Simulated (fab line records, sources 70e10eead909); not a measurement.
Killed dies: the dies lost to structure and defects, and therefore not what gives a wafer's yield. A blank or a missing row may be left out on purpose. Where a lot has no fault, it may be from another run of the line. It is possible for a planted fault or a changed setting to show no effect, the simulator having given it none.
What tool caused it? -- flow nandHarc -- 38 wafers from 13 lots sampled at 5 of the route's 1302 steps

== WHAT EACH GAUGE READ, for each wafer ==
NHARC_A_SOURCE_PLATE_THK_MEAS_09: measures by ellipsometry. Usual: thkNm reads 9.7 nm (standard deviation 1).
lot,measured,on,thkNm (nm),flag
L506,day 7 08:37,filmMetro-01,9.6 10.1 10.1,
L505,day 7 08:37,filmMetro-02,8.6 10.8 9.3,
L507,day 7 20:35,filmMetro-01,8.3 9.2 9.9,
L508,day 8 09:58,filmMetro-01,8.0 9.8 8.8,
L509,day 8 20:43,filmMetro-02,8.2 9.2 10.9,
L510,day 9 04:20,filmMetro-01,8.7 8.9 10.3,
L511,day 9 20:01,filmMetro-02,11.4 9.8 10.6,
L513,day 10 13:43,filmMetro-01,11.5 8.2 10.0,
L514,day 11 13:19,filmMetro-01,9.1 9.1 9.0,
L516,day 11 23:46,filmMetro-02,8.7 9.1 10.4,
L519,day 13 05:17,filmMetro-01,9.9 10.8,
L521,day 14 02:34,filmMetro-01,8.5 10.2 9.6,
L526,day 16 00:07,filmMetro-01,10.8 10.0 11.0,

NHARC_A_SOURCE_PLATE_INSPECT_08. Usual: rawDefectCount reads 59 (standard deviation 25).
lot,measured,on,rawDefectCount,flag
L506,day 7 21:17,defectInspect-02,40 77 44,
L505,day 7 21:17,defectInspect-01,46 30 36,
L507,day 8 11:18,defectInspect-02,39 20 38,
L508,day 8 23:02,defectInspect-02,48 47 77,
L509,day 9 10:56,defectInspect-01,81 77 61,
L510,day 9 18:56,defectInspect-02,51 53 55,
L511,day 10 10:49,defectInspect-01,45 27 33,
L513,day 11 05:17,defectInspect-01,83 79 125,
L514,day 12 03:22,defectInspect-02,66 126 129,
L516,day 12 12:24,defectInspect-01,39 65 35,
L519,day 13 19:25,defectInspect-01,43 66,
L521,day 14 16:29,defectInspect-02,110 55 48,
L526,day 16 13:23,defectInspect-01,99 75 54,

NHARC_A_ONON_D1_THK_MEAS_02: measures by ellipsometry. Usual: thkNm reads 999 nm (standard deviation 9).
lot,measured,on,thkNm (nm),flag
L506,day 7 21:51,filmMetro-02,986 983 986,
L505,day 7 21:52,filmMetro-01,985 985 986,
L507,day 8 11:53,filmMetro-02,1006 1007 1005,
L508,day 8 23:36,filmMetro-01,1002 1002 1004,
L509,day 9 11:31,filmMetro-01,992 993 994,
L510,day 9 19:30,filmMetro-01,990 992 992,
L511,day 10 11:24,filmMetro-01,1004 1003 1002,
L513,day 11 05:52,filmMetro-01,993 991 992,
L514,day 12 03:57,filmMetro-01,1006 1006 1006,
L516,day 12 12:59,filmMetro-01,996 996 995,
L519,day 13 19:59,filmMetro-01,1495 997,OFF
L521,day 14 17:04,filmMetro-01,997 997 998,
L526,day 16 13:57,filmMetro-01,985 986 984,

NHARC_A_ONON_D1_THK_MEAS_24: measures by ellipsometry. Usual: thkNm reads 997 nm (standard deviation 7.6).
lot,measured,on,thkNm (nm),flag
L506,day 8 09:04,filmMetro-02,1001 1002 1002,
L505,day 8 09:04,filmMetro-02,1006 1007 1005,
L507,day 8 23:22,filmMetro-02,1001 1001 1001,
L508,day 9 11:15,filmMetro-01,996 995 995,
L509,day 9 22:34,filmMetro-01,1000 1003 1003,
L510,day 10 06:42,filmMetro-01,999 1000 1000,
L511,day 10 23:08,filmMetro-02,991 992 993,
L513,day 11 17:19,filmMetro-01,998 1001 1002,
L514,day 12 15:09,filmMetro-02,985 984 984,
L516,day 13 00:10,filmMetro-02,1005 1004 1003,
L519,day 14 09:16,filmMetro-01,987 986,
L521,day 15 04:06,filmMetro-01,997 997 999,
L526,day 17 02:56,filmMetro-01,990 991 991,

== WHICH TOOL RAN EACH LOT (tool, then ch and the chambers of the sampled wafers, then the start) ==
lot,NHARC_A_ONON_D1_DEP_00
L506,"pecvdOnon-03 ch 0, day 7 21:24"
L505,"pecvdOnon-02 ch 0, day 7 21:24"
L507,"pecvdOnon-03 ch 0, day 8 11:22"
L508,"pecvdOnon-04 ch 0, day 8 23:05"
L509,"pecvdOnon-02 ch 0, day 9 11:01"
L510,"pecvdOnon-03 ch 0, day 9 19:00"
L511,"pecvdOnon-03 ch 0, day 10 10:53"
L513,"pecvdOnon-02 ch 0, day 11 05:21"
L514,"pecvdOnon-02 ch 0, day 12 03:26"
L516,"pecvdOnon-02 ch 0, day 12 12:28"
L519,"pecvdOnon-03 ch 0, day 13 19:32"
L521,"pecvdOnon-02 ch 0, day 14 16:33"
L526,"pecvdOnon-04 ch 0, day 16 13:26"
- NHARC_A_ONON_D1_DEP_00: target thk 1000 nm.

== AS READ BY THE TOOLS THEMSELVES (means over the sampled wafers that have a number; for cases with no such wafer, the mark the record gives instead) ==
The record holds no such reading with a usual standard deviation.

== THE ANSWER, worked out from the rows above alone ==
Rule: a lot counts as off when the mean over its wafers that have a number is more than 3 standard deviations away from the usual mean. A lot without any number at a reading at which 4 lots or more have one is off too. Any other lot the step has rows for is counted as sound. The gauges are gone through in route order, then the tools' own readings, and for those a lot's mean is taken as printed above. The first step at which some lot is off is used, and at that step the reading that is off furthest; a lot without a number counts as furthest.
Off: L519 (NHARC_A_ONON_D1_THK_MEAS_02, thkNm).
A tool fits if, at a process step before that reading, it ran every lot that is off, and no sound lot after the first of them. Those tools and the gauges at NHARC_A_ONON_D1_THK_MEAS_02 are tried in the same way. One fits: pecvdOnon-03 at NHARC_A_ONON_D1_DEP_00. A fault onset in the window from L511 (day 10 10:53, its last sound lot) to L519 (day 13 19:32, its first lot off) fits.

== WHAT WAS PUT IN BY THE SIMULATOR ==
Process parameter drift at NHARC_A_ONON_D1_DEP_00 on pecvdOnon-03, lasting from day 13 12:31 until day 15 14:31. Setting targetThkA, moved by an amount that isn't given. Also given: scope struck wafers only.
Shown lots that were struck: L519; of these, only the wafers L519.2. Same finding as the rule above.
